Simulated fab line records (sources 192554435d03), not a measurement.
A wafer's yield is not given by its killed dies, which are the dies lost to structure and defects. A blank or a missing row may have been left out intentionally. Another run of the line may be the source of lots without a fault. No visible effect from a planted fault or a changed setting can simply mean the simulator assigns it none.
Split-lot trial || flow n5_finfet || 7 lots, 39 wafers read, on a route of 1938 steps

== SPLIT DETAILS ==
At N5_FIN_SAQP_ALD_61 (deposits SiO2, target thk 4 nm, pulse time 1 s, purge time 2 s), the setting temp_c was moved away from the recipe's 300 C on 9 of the 39 wafers read, by -4.3% to +4.2%. The other wafers ran this setting at the recipe's value.

Reading taken at the split's own step.

== THE READING ==
SiO2_of_FIN_SAQP_ALD_61.thk_nm (the simulator's own value, which no gauge read), in nm, at N5_FIN_SAQP_ALD_61 (deposits SiO2, target thk 4 nm, pulse time 1 s, purge time 2 s). There is no usual value for it anywhere in the file. Here, 30 wafers ran the recipe; their average is 4.002 nm with a standard deviation of 0.017 nm.

{"wafer": "L075.1", "tool, chamber at the split": "ald_sin-02, 0", "temp_c as run, C": 300, "against the recipe": "recipe", "SiO2_of_FIN_SAQP_ALD_61.thk_nm, nm": 4.009, "against lot-mates on the recipe": "-"}
{"wafer": "L075.2", "tool, chamber at the split": "ald_sin-02, 1", "temp_c as run, C": 300, "against the recipe": "recipe", "SiO2_of_FIN_SAQP_ALD_61.thk_nm, nm": 4.01, "against lot-mates on the recipe": "-"}
{"wafer": "L075.3", "tool, chamber at the split": "ald_sin-02, 3", "temp_c as run, C": 300, "against the recipe": "recipe", "SiO2_of_FIN_SAQP_ALD_61.thk_nm, nm": 3.995, "against lot-mates on the recipe": "-"}
{"wafer": "L075.4", "tool, chamber at the split": "ald_sin-02, 2", "temp_c as run, C": 294.9, "against the recipe": "-1.7%", "SiO2_of_FIN_SAQP_ALD_61.thk_nm, nm": 4.066, "against lot-mates on the recipe": "+0.061"}
{"wafer": "L075.5", "tool, chamber at the split": "ald_sin-02, 1", "temp_c as run, C": 294.9, "against the recipe": "-1.7%", "SiO2_of_FIN_SAQP_ALD_61.thk_nm, nm": 4.06, "against lot-mates on the recipe": "+0.055"}
{"wafer": "L075.6", "tool, chamber at the split": "ald_sin-02, 0", "temp_c as run, C": 294.9, "against the recipe": "-1.7%", "SiO2_of_FIN_SAQP_ALD_61.thk_nm, nm": 4.074, "against lot-mates on the recipe": "+0.069"}
{"wafer": "L076.1", "tool, chamber at the split": "ald_sin-01, 1", "temp_c as run, C": 300, "against the recipe": "recipe", "SiO2_of_FIN_SAQP_ALD_61.thk_nm, nm": 4.003, "against lot-mates on the recipe": "-"}
{"wafer": "L076.2", "tool, chamber at the split": "ald_sin-01, 0", "temp_c as run, C": 300, "against the recipe": "recipe", "SiO2_of_FIN_SAQP_ALD_61.thk_nm, nm": 4.017, "against lot-mates on the recipe": "-"}
{"wafer": "L076.3", "tool, chamber at the split": "ald_sin-01, 2", "temp_c as run, C": 300, "against the recipe": "recipe", "SiO2_of_FIN_SAQP_ALD_61.thk_nm, nm": 4.034, "against lot-mates on the recipe": "-"}
{"wafer": "L076.4", "tool, chamber at the split": "ald_sin-01, 3", "temp_c as run, C": 300, "against the recipe": "recipe", "SiO2_of_FIN_SAQP_ALD_61.thk_nm, nm": 4.012, "against lot-mates on the recipe": "-"}
{"wafer": "L076.5", "tool, chamber at the split": "ald_sin-01, 3,0", "temp_c as run, C": 300, "against the recipe": "recipe", "SiO2_of_FIN_SAQP_ALD_61.thk_nm, nm": 3.998, "against lot-mates on the recipe": "-"}
{"wafer": "L076.6", "tool, chamber at the split": "ald_sin-01, 3,0", "temp_c as run, C": 300, "against the recipe": "recipe", "SiO2_of_FIN_SAQP_ALD_61.thk_nm, nm": 3.998, "against lot-mates on the recipe": "-"}
{"wafer": "L082.1", "tool, chamber at the split": "ald_sin-01, 0,3", "temp_c as run, C": 300, "against the recipe": "recipe", "SiO2_of_FIN_SAQP_ALD_61.thk_nm, nm": 3.991, "against lot-mates on the recipe": "-"}
{"wafer": "L082.3", "tool, chamber at the split": "ald_sin-01, 0,3", "temp_c as run, C": 300, "against the recipe": "recipe", "SiO2_of_FIN_SAQP_ALD_61.thk_nm, nm": 3.991, "against lot-mates on the recipe": "-"}
{"wafer": "L082.2", "tool, chamber at the split": "ald_sin-01, 1", "temp_c as run, C": 300, "against the recipe": "recipe", "SiO2_of_FIN_SAQP_ALD_61.thk_nm, nm": 3.978, "against lot-mates on the recipe": "-"}
{"wafer": "L082.4", "tool, chamber at the split": "ald_sin-01, 2", "temp_c as run, C": 300, "against the recipe": "recipe", "SiO2_of_FIN_SAQP_ALD_61.thk_nm, nm": 4.009, "against lot-mates on the recipe": "-"}
{"wafer": "L082.5", "tool, chamber at the split": "ald_sin-01, 1", "temp_c as run, C": 300, "against the recipe": "recipe", "SiO2_of_FIN_SAQP_ALD_61.thk_nm, nm": 3.997, "against lot-mates on the recipe": "-"}
{"wafer": "L082.6", "tool, chamber at the split": "ald_sin-01, 0", "temp_c as run, C": 300, "against the recipe": "recipe", "SiO2_of_FIN_SAQP_ALD_61.thk_nm, nm": 3.971, "against lot-mates on the recipe": "-"}
{"wafer": "L084.2", "tool, chamber at the split": "ald_sin-01, 0", "temp_c as run, C": 300, "against the recipe": "recipe", "SiO2_of_FIN_SAQP_ALD_61.thk_nm, nm": 3.998, "against lot-mates on the recipe": "-"}
{"wafer": "L084.5", "tool, chamber at the split": "ald_sin-01, 2", "temp_c as run, C": 300, "against the recipe": "recipe", "SiO2_of_FIN_SAQP_ALD_61.thk_nm, nm": 4.002, "against lot-mates on the recipe": "-"}
{"wafer": "L084.6", "tool, chamber at the split": "ald_sin-01, 3", "temp_c as run, C": 300, "against the recipe": "recipe", "SiO2_of_FIN_SAQP_ALD_61.thk_nm, nm": 3.974, "against lot-mates on the recipe": "-"}
{"wafer": "L085.1", "tool, chamber at the split": "ald_sin-01, 0", "temp_c as run, C": 300, "against the recipe": "recipe", "SiO2_of_FIN_SAQP_ALD_61.thk_nm, nm": 3.994, "against lot-mates on the recipe": "-"}
{"wafer": "L085.2", "tool, chamber at the split": "ald_sin-01, 3", "temp_c as run, C": 300, "against the recipe": "recipe", "SiO2_of_FIN_SAQP_ALD_61.thk_nm, nm": 4.011, "against lot-mates on the recipe": "-"}
{"wafer": "L085.3", "tool, chamber at the split": "ald_sin-01, 2", "temp_c as run, C": 300, "against the recipe": "recipe", "SiO2_of_FIN_SAQP_ALD_61.thk_nm, nm": 4.039, "against lot-mates on the recipe": "-"}
{"wafer": "L085.4", "tool, chamber at the split": "ald_sin-01, 1", "temp_c as run, C": 300, "against the recipe": "recipe", "SiO2_of_FIN_SAQP_ALD_61.thk_nm, nm": 4.019, "against lot-mates on the recipe": "-"}
{"wafer": "L085.5", "tool, chamber at the split": "ald_sin-01, 1", "temp_c as run, C": 300, "against the recipe": "recipe", "SiO2_of_FIN_SAQP_ALD_61.thk_nm, nm": 4.017, "against lot-mates on the recipe": "-"}
{"wafer": "L085.6", "tool, chamber at the split": "ald_sin-01, 2", "temp_c as run, C": 300, "against the recipe": "recipe", "SiO2_of_FIN_SAQP_ALD_61.thk_nm, nm": 4.015, "against lot-mates on the recipe": "-"}
{"wafer": "L090.1", "tool, chamber at the split": "ald_sin-04, 3", "temp_c as run, C": 300, "against the recipe": "recipe", "SiO2_of_FIN_SAQP_ALD_61.thk_nm, nm": 4.007, "against lot-mates on the recipe": "-"}
{"wafer": "L090.2", "tool, chamber at the split": "ald_sin-04, 1", "temp_c as run, C": 287, "against the recipe": "-4.3%", "SiO2_of_FIN_SAQP_ALD_61.thk_nm, nm": 4.187, "against lot-mates on the recipe": "+0.172"}
{"wafer": "L090.3", "tool, chamber at the split": "ald_sin-04, 2", "temp_c as run, C": 300, "against the recipe": "recipe", "SiO2_of_FIN_SAQP_ALD_61.thk_nm, nm": 4.026, "against lot-mates on the recipe": "-"}
{"wafer": "L090.4", "tool, chamber at the split": "ald_sin-04, 0", "temp_c as run, C": 287, "against the recipe": "-4.3%", "SiO2_of_FIN_SAQP_ALD_61.thk_nm, nm": 4.168, "against lot-mates on the recipe": "+0.153"}
{"wafer": "L090.5", "tool, chamber at the split": "ald_sin-04, 2", "temp_c as run, C": 300, "against the recipe": "recipe", "SiO2_of_FIN_SAQP_ALD_61.thk_nm, nm": 4.011, "against lot-mates on the recipe": "-"}
{"wafer": "L090.6", "tool, chamber at the split": "ald_sin-04, 3", "temp_c as run, C": 287, "against the recipe": "-4.3%", "SiO2_of_FIN_SAQP_ALD_61.thk_nm, nm": 4.2, "against lot-mates on the recipe": "+0.185"}
{"wafer": "L097.1", "tool, chamber at the split": "ald_sin-02, 0", "temp_c as run, C": 300, "against the recipe": "recipe", "SiO2_of_FIN_SAQP_ALD_61.thk_nm, nm": 3.983, "against lot-mates on the recipe": "-"}
{"wafer": "L097.2", "tool, chamber at the split": "ald_sin-02, 1", "temp_c as run, C": 312.7, "against the recipe": "+4.2%", "SiO2_of_FIN_SAQP_ALD_61.thk_nm, nm": 3.917, "against lot-mates on the recipe": -0.065}
{"wafer": "L097.3", "tool, chamber at the split": "ald_sin-02, 2", "temp_c as run, C": 312.7, "against the recipe": "+4.2%", "SiO2_of_FIN_SAQP_ALD_61.thk_nm, nm": 3.92, "against lot-mates on the recipe": -0.062}
{"wafer": "L097.4", "tool, chamber at the split": "ald_sin-02, 3", "temp_c as run, C": 312.7, "against the recipe": "+4.2%", "SiO2_of_FIN_SAQP_ALD_61.thk_nm, nm": 3.941, "against lot-mates on the recipe": -0.041}
{"wafer": "L097.5", "tool, chamber at the split": "ald_sin-02, 3", "temp_c as run, C": 300, "against the recipe": "recipe", "SiO2_of_FIN_SAQP_ALD_61.thk_nm, nm": 3.994, "against lot-mates on the recipe": "-"}
{"wafer": "L097.6", "tool, chamber at the split": "ald_sin-02, 2", "temp_c as run, C": 300, "against the recipe": "recipe", "SiO2_of_FIN_SAQP_ALD_61.thk_nm, nm": 3.969, "against lot-mates on the recipe": "-"}
The file does not say which wafer passed through which chamber wherever a row lists several chambers: such a row stands for several wafers.

FIT RESULTS
A straight line over all 39 wafers: SiO2_of_FIN_SAQP_ALD_61.thk_nm changes by -0.0305 nm for each +1% of temp_c; r = -0.91; the points scatter about the line by 0.025 nm.
The same after taking each lot's own level away (the mean of its wafers on the recipe; 39 wafers): -0.0268 nm for each +1%; r = -0.90; scatter 0.024 nm.
Per that fit: largest temp_c move, reading shift of 0.12 nm.
Across the lots, their own levels run from 3.9820 to 4.0158 nm, a range of 2.0 times the standard deviation given above.
Thus the slope moves with the lot-to-lot level: the two fits are different.
Check: with one of the wafers moved furthest among these (-4.3%) left out of the fit, the line predicts +0.116 nm for it against its lot-mates. It came out at +0.172 nm against them.

== FURTHER SPLITS ON THESE WAFERS ==
Note: prior to the reading, these wafers also went through further splits. Each is held against what the fit with the lots' levels taken away leaves over:
{"other split on the same wafers": "N5_WELL_APT_EXPOSE_22 dose_mj", "wafers away from the commonest value": 18, "r with SiO2_of_FIN_SAQP_ALD_61.thk_nm (lot level and that fit taken away)": "+0.02"}

== FILE'S OWN FIT ==
SiO2_of_FIN_SAQP_ALD_61.thk_nm changes by -0.0273 nm for each +1% of temp_c, r = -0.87.
